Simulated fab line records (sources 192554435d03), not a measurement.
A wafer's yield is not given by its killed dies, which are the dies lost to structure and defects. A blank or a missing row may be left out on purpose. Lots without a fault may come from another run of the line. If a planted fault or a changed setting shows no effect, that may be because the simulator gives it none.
Chamber matching | flow n5_finfet | N5_BEOL_M5_ETCH_72 on rie_diel-03: 4 sister chambers
The step etches underlayer in N2/H2, target depth 6.5 nm, time 5.2 s. 4 wafers are shown with their chamber, then 8 later ones without.

EACH WAFER AND ITS CHAMBER
wafer  | chamber | drypump_motor_current_A (A)
L865.4 | 3       | 5.5
L871.2 | 0       | 5.9
L873.1 | 1       | 5.7
L874.3 | 2       | 6.1

WAFERS WHOSE CHAMBER IS MISSING
wafer  | drypump_motor_current_A (A)
L874.5 | 6.0
L874.6 | 5.7
L880.2 | 5.7
L880.3 | 5.5
L880.5 | 6.0
L879.1 | 6.0
L879.2 | 5.9
L879.5 | 6.0

EACH ONE'S CHAMBER
wafer  | from the rows above     | in truth
L874.5 | can't be placed: 0 or 2 | 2
L874.6 | 1                       | 1
L880.2 | 1                       | 1
L880.3 | 3                       | 3
L880.5 | can't be placed: 0 or 2 | 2
L879.1 | can't be placed: 0 or 2 | 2
L879.2 | 0                       | 0
L879.5 | can't be placed: 0 or 2 | 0
Correctly placed: 4 of 8. These rows do not allow placing 4 (true chamber among the candidates in 4). 0 placed wrongly.
How it was worked out, from the rows above alone: a wafer's distance from a chamber is the root of the sum, over the readings, of the square of ((its reading less the chamber's mean) divided by the reading's scatter). The wafer belongs to the nearest chamber; if the next one is less than 2 further off, it can't be placed. Each chamber's mean is taken over the wafers shown for it. The scatter (one wafer shown for each chamber): square how far every hidden wafer sits from the nearest shown wafer, average those squares and take the square root.
